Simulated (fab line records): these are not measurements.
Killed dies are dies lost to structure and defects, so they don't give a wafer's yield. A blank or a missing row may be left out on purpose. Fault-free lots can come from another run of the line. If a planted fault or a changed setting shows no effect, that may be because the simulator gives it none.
Which tool did it?    flow nand-harc    63 wafers from 21 lots sampled at 4 of the route's 1302 steps

WHAT THE GAUGES SHOWED, per wafer
NHARC_A_CHANNEL_HOLE_D2_CD_MEAS_31.
lot   measured      on         cd-nm (nm)
L074  day 13 07:37  cd-sem-02  88.1 90.8 89.1
L076  day 14 07:13  cd-sem-03  90.1 90.3 90.2
L075  day 14 11:20  cd-sem-02  89.2 88.1 91.0
L078  day 15 00:58  cd-sem-03  91.6 89.7 89.4
L079  day 15 12:04  cd-sem-01  89.3 89.1 88.0
L081  day 16 16:29  cd-sem-01  90.6 89.9 91.0
L082  day 16 23:33  cd-sem-01  88.8 89.6 87.9
L083  day 18 02:14  cd-sem-02  89.2 90.2 90.6
L086  day 18 06:22  cd-sem-01  89.8 88.8 89.9
L084  day 18 08:53  cd-sem-03  88.5 89.9 88.6
L085  day 18 10:32  cd-sem-03  91.6 90.1 90.4
L087  day 19 03:47  cd-sem-01  89.3 89.8 89.5
L089  day 19 18:45  cd-sem-03  92.1 90.3 89.8
L088  day 19 13:38  cd-sem-01  90.4 89.1 87.7
L091  day 20 09:54  cd-sem-03  89.5 89.8 89.1
L092  day 21 05:07  cd-sem-03  90.4 89.5 90.3
L093  day 21 15:16  cd-sem-03  89.4 87.9 88.5
L094  day 22 00:23  cd-sem-03  89.8 89.2 89.5
L095  day 22 09:44  cd-sem-02  89.2 90.2 90.6
L096  day 22 18:02  cd-sem-01  91.7 89.5 89.0
L097  day 23 05:24  cd-sem-03  87.8 88.3 89.5

EACH LOT AND THE TOOL THAT RAN IT (in order: tool; ch and the chambers of the sampled wafers; start)
lot   NHARC_A_CHANNEL_HOLE_D2_ETCH_22   NHARC_A_CHANNEL_HOLE_D2_ETCH_44     NHARC_A_CHANNEL_HOLE_D2_STRIP_28
L074  har-etch-02 ch 0,1, day 13 03:05  rie-diel-01 ch 1,2,3, day 13 06:43  rie-diel-01 ch 1,2,3, day 13 07:37 or earlier
L076  har-etch-01 ch 0,1, day 14 02:32  rie-diel-01 ch 2,3, day 14 06:24    rie-diel-01 ch 0,2, day 14 07:13 or earlier
L075  har-etch-02 ch 0,1, day 14 06:39  rie-diel-10 ch 0,2,3, day 14 10:33  rie-diel-10 ch 1,2, day 14 11:20 or earlier
L078  har-etch-02 ch 0,1, day 14 20:25  rie-diel-01 ch 0,1,3, day 15 00:11  rie-diel-01 ch 1,2,3, day 15 00:58 or earlier
L079  har-etch-01 ch 0,1, day 15 07:29  rie-diel-01 ch 1,3, day 15 11:16    rie-diel-01 ch 0,3, day 15 12:04 or earlier
L081  har-etch-02 ch 0,1, day 16 11:46  rie-diel-01 ch 1,3, day 16 15:35    rie-diel-01 ch 1,2, day 16 16:29 or earlier
L082  har-etch-01 ch 0, day 16 18:52    rie-diel-02 ch 0,3, day 16 22:44    rie-diel-02 ch 0,1,3, day 16 23:33 or earlier
L083  har-etch-01 ch 0,1, day 17 11:19  rie-diel-01 ch 1,2,3, day 18 01:26  rie-diel-01 ch 0,1,3, day 18 02:14 or earlier
L086  har-etch-01 ch 0,1, day 18 01:44  rie-diel-02 ch 0,1,3, day 18 05:35  rie-diel-02 ch 0,1,3, day 18 06:22 or earlier
L084  har-etch-02 ch 0,1, day 18 04:13  rie-diel-10 ch 0,2,3, day 18 08:05  rie-diel-10 ch 2,3, day 18 08:53 or earlier
L085  har-etch-01 ch 0,1, day 18 05:52  rie-diel-01 ch 0,1,2, day 18 09:46  rie-diel-01 ch 0,2,3, day 18 10:32 or earlier
L087  har-etch-02 ch 0,1, day 18 23:08  rie-diel-02 ch 1,2, day 19 02:59    rie-diel-02 ch 0,3, day 19 03:47 or earlier
L089  har-etch-02 ch 0,1, day 19 06:01  rie-diel-01 ch 0,1, day 19 17:57    rie-diel-01 ch 1,2,3, day 19 18:45 or earlier
L088  har-etch-01 ch 0,1, day 19 09:04  rie-diel-01 ch 2,3, day 19 12:49    rie-diel-01 ch 0,1,3, day 19 13:38 or earlier
L091  har-etch-02 ch 0,1, day 20 05:13  rie-diel-10 ch 1,2,3, day 20 09:05  rie-diel-10 ch 0,2,3, day 20 09:54 or earlier
L092  har-etch-02 ch 0,1, day 21 00:34  rie-diel-01 ch 1,2,3, day 21 04:10  rie-diel-01 ch 1,2,3, day 21 05:07 or earlier
L093  har-etch-01 ch 0,1, day 21 10:37  rie-diel-10 ch 0,2, day 21 14:28    rie-diel-10 ch 0,1,2, day 21 15:16 or earlier
L094  har-etch-01 ch 0,1, day 21 19:20  rie-diel-01 ch 1,2, day 21 23:14    rie-diel-01 ch 1,2, day 21 23:22
L095  har-etch-01 ch 0,1, day 22 05:04  rie-diel-01 ch 0,2,3, day 22 08:56  rie-diel-01 ch 0,1,3, day 22 09:44 or earlier
L096  har-etch-01 ch 0, day 22 13:29    rie-diel-01 ch 0,3, day 22 17:14    rie-diel-01 ch 2,3, day 22 18:02 or earlier
L097  har-etch-02 ch 0,1, day 23 00:50  rie-diel-10 ch 1,2,3, day 23 04:37  rie-diel-10 ch 1,2, day 23 05:24 or earlier
- NHARC_A_CHANNEL_HOLE_D2_ETCH_22: etches the open film in C4F8/O2/Ar, time 666.7 s, target depth 1600 nm.
- NHARC_A_CHANNEL_HOLE_D2_ETCH_44: etches the open film in CF4/O2, target depth 140 nm, overetch 14 nm, time 77 s.
- NHARC_A_CHANNEL_HOLE_D2_STRIP_28: strips in O2.

AS READ BY THE TOOLS THEMSELVES (means over the sampled wafers that have a number; for cases with no such wafer, the mark the record gives instead)
NHARC_A_CHANNEL_HOLE_D2_ETCH_22.
lot   tool         c4f8-flow-sccm (sccm)  drypump-motor-current-A (A)  showerhead-plenum-p-Torr (Torr)  temp-c (C)  throttle-valve-pct (%)
L074  har-etch-02  89.01                  5.7                          3.74                             -20.05      32.148
L076  har-etch-01  89.02                  6.5                          3.61                             -20.00      32.162
L075  har-etch-02  89.11                  5.6                          3.72                             -19.98      32.154
L078  har-etch-02  89.18                  5.6                          3.72                             -20.12      32.156
L079  har-etch-01  89.60                  6.5                          3.53                             -20.02      32.167
L081  har-etch-02  89.19                  5.6                          3.71                             -19.94      32.156
L082  har-etch-01  89.15                  6.5                          3.44                             -20.01      32.155
L083  har-etch-01  89.42                  6.5                          3.59                             -20.04      32.153
L086  har-etch-01  89.34                  6.5                          3.58                             -19.96      32.157
L084  har-etch-02  89.26                  5.6                          3.70                             -20.01      32.150
L085  har-etch-01  89.78                  6.5                          3.58                             -19.90      32.149
L087  har-etch-02  89.37                  5.7                          3.70                             -19.99      32.155
L089  har-etch-02  89.41                  5.6                          3.69                             -19.93      32.158
L088  har-etch-01  89.34                  6.5                          3.58                             -19.84      32.144
L091  har-etch-02  89.47                  5.6                          3.68                             -20.07      32.144
L092  har-etch-02  89.06                  5.7                          3.68                             -19.94      32.159
L093  har-etch-01  89.23                  6.5                          3.48                             -19.94      32.165
L094  har-etch-01  89.14                  6.5                          3.56                             -20.11      32.162
L095  har-etch-01  89.26                  6.5                          3.48                             -20.03      32.158
L096  har-etch-01  89.65                  6.4                          3.40                             -20.04      32.159
L097  har-etch-02  89.58                  5.7                          3.67                             -20.01      32.155

NHARC_A_CHANNEL_HOLE_D2_ETCH_44.
lot   tool         cf4-flow-sccm (sccm)  drypump-motor-current-A (A)  oes-product-au (a.u.)  rf-vpp-V (V)  showerhead-plenum-p-Torr (Torr)  throttle-valve-pct (%)
L074  rie-diel-01  79.99                 5.5                          0.993                  197.2         1.33                             13.394
L076  rie-diel-01  80.01                 5.4                          1.010                  197.1         1.31                             13.399
L075  rie-diel-10  79.81                 5.6                          1.000                  198.4         1.38                             13.395
L078  rie-diel-01  79.85                 5.5                          1.004                  197.4         1.30                             13.391
L079  rie-diel-01  80.00                 5.4                          0.992                  197.2         1.29                             13.401
L081  rie-diel-01  79.94                 5.2                          1.001                  196.4         1.27                             13.399
L082  rie-diel-02  79.95                 5.4                          1.010                  196.8         1.29                             13.382
L083  rie-diel-01  79.98                 5.5                          0.988                  197.3         1.33                             13.398
L086  rie-diel-02  79.86                 5.4                          1.004                  198.2         1.33                             13.402
L084  rie-diel-10  79.86                 5.6                          1.002                  199.5         1.37                             13.397
L085  rie-diel-01  80.02                 5.8                          0.996                  198.9         1.36                             13.395
L087  rie-diel-02  79.91                 5.9                          0.997                  199.0         1.37                             13.402
L089  rie-diel-01  79.79                 5.6                          0.991                  197.8         1.32                             13.403
L088  rie-diel-01  80.04                 5.6                          0.993                  198.2         1.37                             13.396
L091  rie-diel-10  79.93                 5.7                          1.013                  198.9         1.37                             13.395
L092  rie-diel-01  79.93                 5.5                          0.989                  198.3         1.33                             13.394
L093  rie-diel-10  79.79                 5.4                          0.994                  199.3         1.39                             13.393
L094  rie-diel-01  80.18                 5.6                          0.983                  197.7         1.35                             13.400
L095  rie-diel-01  79.98                 5.6                          0.998                  197.4         1.34                             13.387
L096  rie-diel-01  80.01                 5.4                          0.996                  196.4         1.28                             13.395
L097  rie-diel-10  80.00                 5.8                          1.010                  198.8         1.37                             13.409

NHARC_A_CHANNEL_HOLE_D2_STRIP_28.
lot   tool         drypump-motor-current-A (A)  oes-product-au (a.u.)  rf-vpp-V (V)  showerhead-plenum-p-Torr (Torr)  throttle-valve-pct (%)
L074  rie-diel-01  5.5                          0.996                  57.9          3.51                             17.036
L076  rie-diel-01  5.9                          0.996                  58.6          3.68                             17.029
L075  rie-diel-10  5.7                          0.998                  58.2          3.68                             17.037
L078  rie-diel-01  5.5                          0.997                  58.8          3.51                             17.029
L079  rie-diel-01  5.6                          1.003                  57.6          3.46                             17.041
L081  rie-diel-01  5.6                          0.991                  58.2          3.56                             17.039
L082  rie-diel-02  5.5                          1.005                  58.2          3.51                             17.035
L083  rie-diel-01  5.5                          1.001                  57.3          3.43                             17.039
L086  rie-diel-02  5.5                          0.996                  57.5          3.51                             17.031
L084  rie-diel-10  5.6                          0.992                  58.4          3.71                             17.042
L085  rie-diel-01  5.6                          0.998                  57.9          3.53                             17.035
L087  rie-diel-02  5.5                          1.012                  57.4          3.40                             17.027
L089  rie-diel-01  5.5                          0.991                  57.6          3.51                             17.034
L088  rie-diel-01  5.5                          0.995                  57.7          3.43                             17.039
L091  rie-diel-10  5.6                          1.013                  57.8          3.62                             17.045
L092  rie-diel-01  5.5                          0.982                  57.6          3.50                             17.040
L093  rie-diel-10  5.6                          1.002                  57.6          3.58                             17.034
L094  rie-diel-01  5.6                          0.982                  57.8          3.56                             17.035
L095  rie-diel-01  5.5                          1.002                  57.9          3.43                             17.044
L096  rie-diel-01  5.4                          1.003                  59.2          3.45                             17.030
L097  rie-diel-10  5.7                          1.004                  58.1          3.67                             17.035

THE ANSWER, worked out from the rows above alone
Rule: the usual values come from the lots themselves. The widest of any qualifying gaps counts: lots, ordered by their means at a reading, are off when they make up no more than a third of the lots, leave a main group of 4 or more, and stand apart from it by 3 or more times the standard deviation of that group's means. A main group whose means are all the same, to the digits that the tables above print for the reading, isn't used. A lot without any number at a reading at which 4 lots or more have one is off too. The other lots that the step has rows for count as sound. The gauges are gone through in route order, then the tools' own readings, and for those a lot's mean is taken as printed above. At the first step where some lot is off, the reading lying furthest off is the one used; lots without a number count as furthest.
None of the lots is off at any reading shown; this tells nothing.

WHAT THE SIMULATOR HAD INSERTED
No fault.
